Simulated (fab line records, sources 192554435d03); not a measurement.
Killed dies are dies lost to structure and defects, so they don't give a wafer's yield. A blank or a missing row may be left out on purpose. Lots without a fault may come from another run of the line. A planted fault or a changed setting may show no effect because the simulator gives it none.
Chamber matching | flow n5_finfet | N5_BEOL_M0_CO_CAP_123 on cvd_co-02: 3 sister chambers
The step material Co, precursor CCTBA/H2, target thk 2 nm, time 102.1 s. 36 wafers are shown with their chamber, then 12 later ones without.

WAFERS WITH THEIR CHAMBER
wafer  | chamber | heater_power_w (W)
L074.2 | 0       | 245
L074.3 | 0       | 245
L074.4 | 2       | 255
L076.1 | 0       | 248
L076.2 | 2       | 260
L076.5 | 0       | 247
L077.1 | 0       | 246
L077.2 | 2       | 264
L077.3 | 1       | 201
L078.3 | 1       | 201
L078.5 | 0       | 246
L078.6 | 1       | 202
L080.2 | 1       | 202
L080.4 | 2       | 258
L080.5 | 1       | 204
L079.1 | 0       | 249
L079.4 | 1       | 204
L079.6 | 2       | 261
L081.1 | 2       | 260
L081.2 | 0       | 248
L081.3 | 1       | 205
L084.3 | 0       | 249
L084.5 | 2       | 255
L084.6 | 0       | 250
L085.1 | 2       | 262
L085.2 | 0       | 243
L085.5 | 0       | 249
L086.1 | 0       | 248
L086.3 | 2       | 260
L086.4 | 0       | 255
L087.2 | 2       | 257
L087.3 | 1       | 206
L087.4 | 2       | 257
L088.2 | 0       | 242
L088.5 | 1       | 202
L088.6 | 2       | 264

SIGNATURES (means of the wafers above)
reading        | chamber 0 | chamber 1 | chamber 2 | scatter within a chamber
heater_power_w | 247.33    | 203.00    | 259.42    | 2.85
Rule: a wafer's distance from a chamber is the root of the sum, over the readings, of the square of ((its reading less the chamber's mean) divided by the reading's scatter). The wafer belongs to the nearest chamber; if the next one is less than 2 further off, it can't be placed. The scatter: the root of (the sum of the squares of (reading less its chamber's mean) over the shown wafers, divided by (wafers less chambers)).

WAFERS WITHOUT THEIR CHAMBER
wafer  | heater_power_w (W)
L089.2 | 258
L089.3 | 202
L089.6 | 201
L091.2 | 203
L091.4 | 204
L091.5 | 255
L093.1 | 259
L093.3 | 207
L093.5 | 204
L095.2 | 248
L095.3 | 257
L095.5 | 259

WHICH CHAMBER EACH WENT THROUGH
wafer  | from the rows above     | in truth
L089.2 | 2                       | 2
L089.3 | 1                       | 1
L089.6 | 1                       | 1
L091.2 | 1                       | 1
L091.4 | 1                       | 1
L091.5 | can't be placed: 2 or 0 | 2
L093.1 | 2                       | 2
L093.3 | 1                       | 1
L093.5 | 1                       | 1
L095.2 | 0                       | 0
L095.3 | 2                       | 2
L095.5 | 2                       | 2
Placed correctly: 11 of 12. Can't be placed from these rows: 1 (the true chamber is among the candidates in 1). Placed wrongly: 0.
